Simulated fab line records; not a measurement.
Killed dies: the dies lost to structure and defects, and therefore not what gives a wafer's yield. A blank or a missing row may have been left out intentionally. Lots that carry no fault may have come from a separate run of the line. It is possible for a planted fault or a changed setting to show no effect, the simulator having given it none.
fab line records || flow nandHarc
record: {"lots": 7, "wafers": 21, "lastDay": 33}
route steps=1302 shown P_ZERO_WELL@44
lots that met no fault: taken from a fault-free run of the same line
startH: hours from the record's first day to the start of the lot's first wafer shown || waitH: how many hours have passed since the lot's step before this one || " unchanged from the row above || L1.1+2: several wafers, shown together as one row || - no value present, or no start provided || * or withheld: withheld || < > ~ a bound
route shown NAME@n: names a module that has steps shown in the file, with the first one's number in the route || usual: mean/standard deviation of fault-free wafers || same: alike in all rows || chamber/n: place in a boat || sites: the reading at each site || _std_site: their standard deviation || _edge_site: mean of outer sites minus mean of inner sites || radiusMm: how far each site lies from the wafer's centre || mask NAME#n: copy n || behind: the most recent tool/chamber to have shaped the wafer || hold: reason for holding the lot/hours on hold/outcome of the hold || device: transistor that didn't switch, given as n, p or np || end of line: tests run on the same wafers once the route is complete || step lacking rows: just its recipe || killed: not the wafer's yield, but the dies lost to structure and defects at the first sort || map: shows each die of a wafer: x if killed, . if not, _ if none is there
set.NAME: the setting that was run; set.NAME@STEP: the one run at that earlier step || model.NAME: the simulator's own value behind a step, which no gauge read
lots seen at some steps along the route; tables by step, rows by wafer
services: when a tool's chamber went out of use (startH, in hours from the record's first day, below 0 if earlier), for how many hours, and the reason
== steps ==
step: NHARC_P_ZERO_WELL_CD_MEAS_37
recipe: {"targetCdNm": 720, "landingEnergyEv": 500}
usual: {"cdNm": "719.6/1.6"}
{"lot.wafer": "L416.1", "tool": "cdSem-03", "chamber": 0, "startH": 74.12, "waitH": "-", "cdNm": 720.7}
{"lot.wafer": "L416.3", "tool": "cdSem-03", "chamber": 0, "startH": 74.12, "waitH": "-", "cdNm": 717.5}
{"lot.wafer": "L416.5", "tool": "cdSem-03", "chamber": 0, "startH": 74.12, "waitH": "-", "cdNm": 717.1}
{"lot.wafer": "L419.1", "tool": "cdSem-02", "chamber": 0, "startH": 104.05, "waitH": "-", "cdNm": 719.9}
{"lot.wafer": "L419.3", "tool": "cdSem-02", "chamber": 0, "startH": 104.05, "waitH": "-", "cdNm": 720.6}
{"lot.wafer": "L419.6", "tool": "cdSem-02", "chamber": 0, "startH": 104.05, "waitH": "-", "cdNm": 719.7}
{"lot.wafer": "L426.1", "tool": "cdSem-03", "chamber": 0, "startH": 174.13, "waitH": "-", "cdNm": 719.5}
{"lot.wafer": "L426.2", "tool": "cdSem-03", "chamber": 0, "startH": 174.13, "waitH": "-", "cdNm": 718.7}
{"lot.wafer": "L426.6", "tool": "cdSem-03", "chamber": 0, "startH": 174.13, "waitH": "-", "cdNm": 718.4}
{"lot.wafer": "L427.2", "tool": "cdSem-03", "chamber": 0, "startH": 184.12, "waitH": "-", "cdNm": 719.8}
{"lot.wafer": "L427.3", "tool": "cdSem-03", "chamber": 0, "startH": 184.12, "waitH": "-", "cdNm": 720.6}
{"lot.wafer": "L427.4", "tool": "cdSem-03", "chamber": 0, "startH": 184.12, "waitH": "-", "cdNm": 719.0}
{"lot.wafer": "L428.1", "tool": "cdSem-03", "chamber": 0, "startH": 196.82, "waitH": "-", "cdNm": 718.8}
{"lot.wafer": "L428.3", "tool": "cdSem-03", "chamber": 0, "startH": 196.82, "waitH": "-", "cdNm": 716.1}
{"lot.wafer": "L428.5", "tool": "cdSem-03", "chamber": 0, "startH": 196.82, "waitH": "-", "cdNm": 719.1}
{"lot.wafer": "L432.1", "tool": "cdSem-02", "chamber": 0, "startH": 234.00, "waitH": "-", "cdNm": 717.3}
{"lot.wafer": "L432.2", "tool": "cdSem-02", "chamber": 0, "startH": 234.00, "waitH": "-", "cdNm": 721.1}
{"lot.wafer": "L432.4", "tool": "cdSem-02", "chamber": 0, "startH": 234.00, "waitH": "-", "cdNm": 718.7}
{"lot.wafer": "L434.1", "tool": "cdSem-02", "chamber": 0, "startH": 254.10, "waitH": "-", "cdNm": 715.2}
{"lot.wafer": "L434.2", "tool": "cdSem-02", "chamber": 0, "startH": 254.10, "waitH": "-", "cdNm": 716.5}
{"lot.wafer": "L434.4", "tool": "cdSem-02", "chamber": 0, "startH": 254.10, "waitH": "-", "cdNm": 718.0}
step: NHARC_P_ZERO_WELL_HARDBAKE_38
recipe: {"tempC": 125, "timeS": 80}
step: NHARC_P_ZERO_WELL_DESCUM_39
recipe: {"timeS": 3, "o2FlowSccm": 200, "arFlowSccm": 0, "biasPowerW": 0, "chemistry": "O2"}
usual: {"drypumpMotorCurrentA": "5.6/0.44", "mfcArSccm": "0.009/0.012", "oesProductAu": "1.002/0.013", "rfVppV": "57.8/0.89", "showerheadPlenumPTorr": "1.93/0.073", "throttleValvePct": "11.311/0.0087"}
same: {"biasPowerW": 0}
{"lot.wafer": "L416.3", "tool": "rieDiel-08", "chamber": 0, "startH": 74.31, "waitH": "-", "drypumpMotorCurrentA": 5.6, "mfcArSccm": 0, "oesProductAu": 1.005, "rfHoursCounterH": 16, "rfVppV": 57.6, "showerheadPlenumPTorr": 1.98, "throttleValvePct": 11.294}
{"lot.wafer": "L416.1", "tool": "rieDiel-08", "chamber": 1, "startH": 74.31, "waitH": "-", "drypumpMotorCurrentA": 5.5, "mfcArSccm": 0.002, "oesProductAu": 1.005, "rfHoursCounterH": 17, "rfVppV": 57.6, "showerheadPlenumPTorr": 2.07, "throttleValvePct": 11.313}
{"lot.wafer": "L416.5", "tool": "rieDiel-08", "chamber": 2, "startH": 74.31, "waitH": "-", "drypumpMotorCurrentA": 5.7, "mfcArSccm": 0.011, "oesProductAu": 1.003, "rfHoursCounterH": "-", "rfVppV": 58.1, "showerheadPlenumPTorr": 1.85, "throttleValvePct": 11.312}
{"lot.wafer": "L419.3", "tool": "rieDiel-09", "chamber": 1, "startH": 104.22, "waitH": "-", "drypumpMotorCurrentA": 5.7, "mfcArSccm": 0.005, "oesProductAu": 0.984, "rfHoursCounterH": 34, "rfVppV": 56.2, "showerheadPlenumPTorr": 1.93, "throttleValvePct": 11.324}
{"lot.wafer": "L419.1", "tool": "rieDiel-09", "chamber": 2, "startH": 104.22, "waitH": "-", "drypumpMotorCurrentA": 5.4, "mfcArSccm": 0.008, "oesProductAu": 0.991, "rfHoursCounterH": 38, "rfVppV": 58.0, "showerheadPlenumPTorr": 1.99, "throttleValvePct": 11.322}
{"lot.wafer": "L419.6", "tool": "rieDiel-09", "chamber": 0, "startH": 104.22, "waitH": "-", "drypumpMotorCurrentA": 5.8, "mfcArSccm": 0.023, "oesProductAu": 0.988, "rfHoursCounterH": "-", "rfVppV": 57.8, "showerheadPlenumPTorr": 1.91, "throttleValvePct": 11.326}
{"lot.wafer": "L426.2", "tool": "rieDiel-09", "chamber": 2, "startH": 174.29, "waitH": "-", "drypumpMotorCurrentA": 5.5, "mfcArSccm": 0.008, "oesProductAu": 1.007, "rfHoursCounterH": 7, "rfVppV": 58.2, "showerheadPlenumPTorr": 1.99, "throttleValvePct": 11.309}
{"lot.wafer": "L426.1", "tool": "rieDiel-09", "chamber": 0, "startH": 174.29, "waitH": "-", "drypumpMotorCurrentA": 5.8, "mfcArSccm": 0.023, "oesProductAu": 0.987, "rfHoursCounterH": 7, "rfVppV": 56.7, "showerheadPlenumPTorr": 1.90, "throttleValvePct": 11.310}
{"lot.wafer": "L426.6", "tool": "rieDiel-09", "chamber": 2, "startH": 174.29, "waitH": "-", "drypumpMotorCurrentA": 5.5, "mfcArSccm": 0.008, "oesProductAu": 0.995, "rfHoursCounterH": "-", "rfVppV": 56.4, "showerheadPlenumPTorr": 1.99, "throttleValvePct": 11.313}
{"lot.wafer": "L427.4", "tool": "rieDiel-03", "chamber": 3, "startH": 184.28, "waitH": "-", "drypumpMotorCurrentA": 5.7, "mfcArSccm": 0.003, "oesProductAu": 1.017, "rfHoursCounterH": 23, "rfVppV": 56.1, "showerheadPlenumPTorr": 1.77, "throttleValvePct": 11.311}
{"lot.wafer": "L427.2", "tool": "rieDiel-03", "chamber": 0, "startH": 184.28, "waitH": "-", "drypumpMotorCurrentA": 5.3, "mfcArSccm": 0, "oesProductAu": 1.007, "rfHoursCounterH": 21, "rfVppV": 58.6, "showerheadPlenumPTorr": 1.88, "throttleValvePct": 11.315}
{"lot.wafer": "L427.3", "tool": "rieDiel-03", "chamber": 2, "startH": 184.28, "waitH": "-", "drypumpMotorCurrentA": 4.8, "mfcArSccm": 0, "oesProductAu": 0.990, "rfHoursCounterH": 20, "rfVppV": 58.3, "showerheadPlenumPTorr": 1.89, "throttleValvePct": 11.321}
{"lot.wafer": "L428.1", "tool": "rieDiel-09", "chamber": 1, "startH": 197.03, "waitH": "-", "drypumpMotorCurrentA": 5.7, "mfcArSccm": 0.005, "oesProductAu": 0.988, "rfHoursCounterH": 14, "rfVppV": 58.0, "showerheadPlenumPTorr": 1.92, "throttleValvePct": 11.325}
{"lot.wafer": "L428.3", "tool": "rieDiel-09", "chamber": 2, "startH": 197.03, "waitH": "-", "drypumpMotorCurrentA": 5.5, "mfcArSccm": 0.008, "oesProductAu": 0.996, "rfHoursCounterH": 16, "rfVppV": 58.5, "showerheadPlenumPTorr": 1.98, "throttleValvePct": 11.314}
{"lot.wafer": "L428.5", "tool": "rieDiel-09", "chamber": 0, "startH": 197.03, "waitH": "-", "drypumpMotorCurrentA": 5.7, "mfcArSccm": 0.023, "oesProductAu": 0.981, "rfHoursCounterH": "-", "rfVppV": 59.5, "showerheadPlenumPTorr": 1.90, "throttleValvePct": 11.296}
{"lot.wafer": "L432.2", "tool": "rieDiel-03", "chamber": 2, "startH": 234.16, "waitH": "-", "drypumpMotorCurrentA": 4.8, "mfcArSccm": 0, "oesProductAu": 0.991, "rfHoursCounterH": 39, "rfVppV": 57.9, "showerheadPlenumPTorr": 1.89, "throttleValvePct": 11.316}
{"lot.wafer": "L432.4", "tool": "rieDiel-03", "chamber": 0, "startH": 234.16, "waitH": "-", "drypumpMotorCurrentA": 5.3, "mfcArSccm": 0, "oesProductAu": 1.023, "rfHoursCounterH": 43, "rfVppV": 57.7, "showerheadPlenumPTorr": 1.87, "throttleValvePct": 11.308}
{"lot.wafer": "L432.1", "tool": "rieDiel-03", "chamber": 1, "startH": 234.16, "waitH": "-", "drypumpMotorCurrentA": 6.1, "mfcArSccm": 0, "oesProductAu": 1.015, "rfHoursCounterH": 36, "rfVppV": 56.1, "showerheadPlenumPTorr": 1.90, "throttleValvePct": 11.314}
{"lot.wafer": "L434.2", "tool": "rieDiel-08", "chamber": 2, "startH": 254.27, "waitH": "-", "drypumpMotorCurrentA": 5.7, "mfcArSccm": 0.011, "oesProductAu": 0.995, "rfHoursCounterH": 15, "rfVppV": 58.4, "showerheadPlenumPTorr": 1.83, "throttleValvePct": 11.301}
{"lot.wafer": "L434.1", "tool": "rieDiel-08", "chamber": 3, "startH": 254.27, "waitH": "-", "drypumpMotorCurrentA": 5.0, "mfcArSccm": 0.043, "oesProductAu": 1.005, "rfHoursCounterH": 18, "rfVppV": 56.1, "showerheadPlenumPTorr": 1.96, "throttleValvePct": 11.309}
{"lot.wafer": "L434.4", "tool": "rieDiel-08", "chamber": 0, "startH": 254.27, "waitH": "-", "drypumpMotorCurrentA": 5.6, "mfcArSccm": 0, "oesProductAu": 0.997, "rfHoursCounterH": 18, "rfVppV": 57.0, "showerheadPlenumPTorr": 1.96, "throttleValvePct": 11.312}
step: NHARC_P_ZERO_WELL_IMPLANT_40
recipe: {"energyKev": 300, "doseCm2": 1e+13, "tiltDeg": 7}
step: NHARC_P_ZERO_WELL_IMPLANT_59
recipe: {"energyKev": 120, "doseCm2": 5e+12, "tiltDeg": 7}
step: NHARC_P_ZERO_WELL_IMPLANT_60
recipe: {"energyKev": 30, "doseCm2": 2e+12, "tiltDeg": 7}
step: NHARC_P_ZERO_WELL_STRIP_41
recipe: {"timeS": 840, "tempC": 130, "chemistry": "SPM"}
step: NHARC_P_ZERO_WELL_DEHYDRATE_44
recipe: {"tempC": 150, "timeS": 120}
step: NHARC_P_ZERO_WELL_HMDS_45
recipe: {"timeS": 30}
step: NHARC_P_ZERO_WELL_COAT_46
recipe: {"spinRpm": "withheld"}
step: NHARC_P_ZERO_WELL_SOFTBAKE_47
recipe: {"tempC": 122, "timeS": 95}
step: NHARC_P_ZERO_WELL_EBR_48
step: NHARC_P_ZERO_WELL_EXPOSE_49
recipe: {"na": 0.6, "targetCdNm": 2000, "doseMj": 22.64, "maskId": "P_HVPW"}
usual: {"reticleTempC": "22.98/0.12"}
{"lot.wafer": "L416.1", "tool": "krfScanner-04", "chamber": 0, "startH": 75.60, "waitH": "-", "mask": "P_HVPW#0", "reticleTempC": 22.83, "model.P_ZERO_WELL.overlayXNm": -2.097}
{"lot.wafer": "L416.3", "tool": "krfScanner-04", "chamber": 0, "startH": 75.60, "waitH": "-", "mask": "P_HVPW#0", "reticleTempC": 22.68, "model.P_ZERO_WELL.overlayXNm": -2.097}
{"lot.wafer": "L416.5", "tool": "krfScanner-04", "chamber": 0, "startH": 75.60, "waitH": "-", "mask": "P_HVPW#0", "reticleTempC": 22.90, "model.P_ZERO_WELL.overlayXNm": -2.097}
{"lot.wafer": "L419.1", "tool": "krfScanner-03", "chamber": 0, "startH": 105.71, "waitH": "-", "mask": "P_HVPW#0", "reticleTempC": 22.88, "model.P_ZERO_WELL.overlayXNm": 5.826}
{"lot.wafer": "L419.3", "tool": "krfScanner-03", "chamber": 0, "startH": 105.71, "waitH": "-", "mask": "P_HVPW#0", "reticleTempC": 23.08, "model.P_ZERO_WELL.overlayXNm": 5.826}
{"lot.wafer": "L419.6", "tool": "krfScanner-03", "chamber": 0, "startH": 105.71, "waitH": "-", "mask": "P_HVPW#0", "reticleTempC": 22.91, "model.P_ZERO_WELL.overlayXNm": 5.826}
{"lot.wafer": "L426.1", "tool": "krfScanner-03", "chamber": 0, "startH": 175.62, "waitH": "-", "mask": "P_HVPW#0", "reticleTempC": 22.91, "model.P_ZERO_WELL.overlayXNm": 31.47}
{"lot.wafer": "L426.2", "tool": "krfScanner-03", "chamber": 0, "startH": 175.62, "waitH": "-", "mask": "P_HVPW#0", "reticleTempC": 22.78, "model.P_ZERO_WELL.overlayXNm": 31.47}
{"lot.wafer": "L426.6", "tool": "krfScanner-03", "chamber": 0, "startH": 175.62, "waitH": "-", "mask": "P_HVPW#0", "reticleTempC": 22.91, "model.P_ZERO_WELL.overlayXNm": 31.47}
{"lot.wafer": "L427.2", "tool": "krfScanner-03", "chamber": 0, "startH": 185.48, "waitH": "-", "mask": "P_HVPW#0", "reticleTempC": 22.87, "model.P_ZERO_WELL.overlayXNm": 43.62}
{"lot.wafer": "L427.3", "tool": "krfScanner-03", "chamber": 0, "startH": 185.48, "waitH": "-", "mask": "P_HVPW#0", "reticleTempC": 22.90, "model.P_ZERO_WELL.overlayXNm": 43.62}
{"lot.wafer": "L427.4", "tool": "krfScanner-03", "chamber": 0, "startH": 185.48, "waitH": "-", "mask": "P_HVPW#0", "reticleTempC": 22.85, "model.P_ZERO_WELL.overlayXNm": 43.62}
{"lot.wafer": "L428.1", "tool": "krfScanner-03", "chamber": 0, "startH": 198.20, "waitH": "-", "mask": "P_HVPW#0", "reticleTempC": 23.06, "model.P_ZERO_WELL.overlayXNm": 34.6}
{"lot.wafer": "L428.3", "tool": "krfScanner-03", "chamber": 0, "startH": 198.20, "waitH": "-", "mask": "P_HVPW#0", "reticleTempC": 22.97, "model.P_ZERO_WELL.overlayXNm": 34.6}
{"lot.wafer": "L428.5", "tool": "krfScanner-03", "chamber": 0, "startH": 198.20, "waitH": "-", "mask": "P_HVPW#0", "reticleTempC": 22.98, "model.P_ZERO_WELL.overlayXNm": 34.6}
{"lot.wafer": "L432.1", "tool": "krfScanner-02", "chamber": 0, "startH": 235.48, "waitH": "-", "mask": "P_HVPW#0", "reticleTempC": 23.23, "model.P_ZERO_WELL.overlayXNm": 2.189}
{"lot.wafer": "L432.2", "tool": "krfScanner-02", "chamber": 0, "startH": 235.48, "waitH": "-", "mask": "P_HVPW#0", "reticleTempC": 23.10, "model.P_ZERO_WELL.overlayXNm": 2.189}
{"lot.wafer": "L432.4", "tool": "krfScanner-02", "chamber": 0, "startH": 235.48, "waitH": "-", "mask": "P_HVPW#0", "reticleTempC": 23.07, "model.P_ZERO_WELL.overlayXNm": 2.189}
{"lot.wafer": "L434.1", "tool": "krfScanner-02", "chamber": 0, "startH": 255.45, "waitH": "-", "mask": "P_HVPW#0", "reticleTempC": 23.06, "model.P_ZERO_WELL.overlayXNm": -2.892}
{"lot.wafer": "L434.2", "tool": "krfScanner-02", "chamber": 0, "startH": 255.45, "waitH": "-", "mask": "P_HVPW#0", "reticleTempC": 22.76, "model.P_ZERO_WELL.overlayXNm": -2.892}
{"lot.wafer": "L434.4", "tool": "krfScanner-02", "chamber": 0, "startH": 255.45, "waitH": "-", "mask": "P_HVPW#0", "reticleTempC": 22.97, "model.P_ZERO_WELL.overlayXNm": -2.892}
step: NHARC_P_ZERO_WELL_PEB_50
recipe: {"pebTempC": 118, "pebTimeS": 85}
== services ==
{"tool": "krfScanner-03", "chamber": "-", "startH": 52.02, "hours": 4.0, "kind": "pm"}
{"tool": "rieDiel-09", "chamber": 0, "startH": 74.62, "hours": "-", "kind": "clean"}
{"tool": "krfScanner-02", "chamber": "-", "startH": 75.36, "hours": 1.2, "kind": "repair"}
{"tool": "krfScanner-02", "chamber": "-", "startH": 94.00, "hours": 4.0, "kind": "pm"}
{"tool": "rieDiel-03", "chamber": 1, "startH": 99.38, "hours": 11.3, "kind": "repair"}
{"tool": "krfScanner-03", "chamber": 0, "startH": 100.06, "hours": "-", "kind": "calibration"}
{"tool": "rieDiel-03", "chamber": "-", "startH": 104.56, "hours": 9.0, "kind": "pm"}
{"tool": "rieDiel-03", "chamber": 2, "startH": 120.30, "hours": 5.3, "kind": "repair"}
{"tool": "krfScanner-02", "chamber": "-", "startH": 132.74, "hours": 9.5, "kind": "repair"}
{"tool": "rieDiel-09", "chamber": "-", "startH": 144.42, "hours": 9.0, "kind": "pm"}
{"tool": "krfScanner-03", "chamber": "-", "startH": 153.32, "hours": 1.1, "kind": "repair"}
{"tool": "rieDiel-03", "chamber": 2, "startH": 158.83, "hours": 4.5, "kind": "repair"}
{"tool": "rieDiel-08", "chamber": 1, "startH": 167.67, "hours": 7.6, "kind": "repair"}
{"tool": "krfScanner-04", "chamber": "-", "startH": 182.00, "hours": 4.0, "kind": "pm"}
{"tool": "rieDiel-08", "chamber": "-", "startH": 183.59, "hours": 1.6, "kind": "repair"}
{"tool": "krfScanner-03", "chamber": "-", "startH": 190.00, "hours": 3.3, "kind": "repair"}
{"tool": "rieDiel-08", "chamber": "-", "startH": 191.20, "hours": 9.0, "kind": "pm"}
{"tool": "rieDiel-03", "chamber": 1, "startH": 192.97, "hours": 16.2, "kind": "repair"}
{"tool": "krfScanner-02", "chamber": "-", "startH": 215.17, "hours": 1.8, "kind": "repair"}
{"tool": "krfScanner-04", "chamber": "-", "startH": 223.84, "hours": 1.5, "kind": "repair"}
{"tool": "krfScanner-03", "chamber": "-", "startH": 224.02, "hours": 4.0, "kind": "pm"}
{"tool": "rieDiel-09", "chamber": 1, "startH": 225.39, "hours": 4.6, "kind": "repair"}
{"tool": "krfScanner-02", "chamber": "-", "startH": 228.86, "hours": 0.9, "kind": "repair"}
{"tool": "rieDiel-09", "chamber": "-", "startH": 239.67, "hours": 0.2, "kind": "repair"}
== key ==
firstSign none at tools or gauges
modelEffect: {"step": "NHARC_P_ZERO_WELL_EXPOSE_49", "value": "P_ZERO_WELL.overlayXNm", "without": 0.8174, "struck": 36.56}
metAt NHARC_P_ZERO_WELL_EXPOSE_49
struckWafers L426.1,L426.2,L426.6,L427.2,L427.3,L427.4,L428.1,L428.3,L428.5
testerLeftOut L426,L427,L428
onsetBetween 105.71 175.62
fault: {"kind": "scannerMatchingOverlay", "tool": "krfScanner-03", "chamber": "-", "onsetH": 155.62, "steps": "NHARC_P_ZERO_WELL_EXPOSE_49", "offset": 35.744}
testerLeftOut: of these lots the tester's yield and bins aren't shown, on N5 and GAA mostly nor the transistor test; their killed dies are dies lost to structure and defects alone, not to doping, threshold or leakage, so they don't give the yield
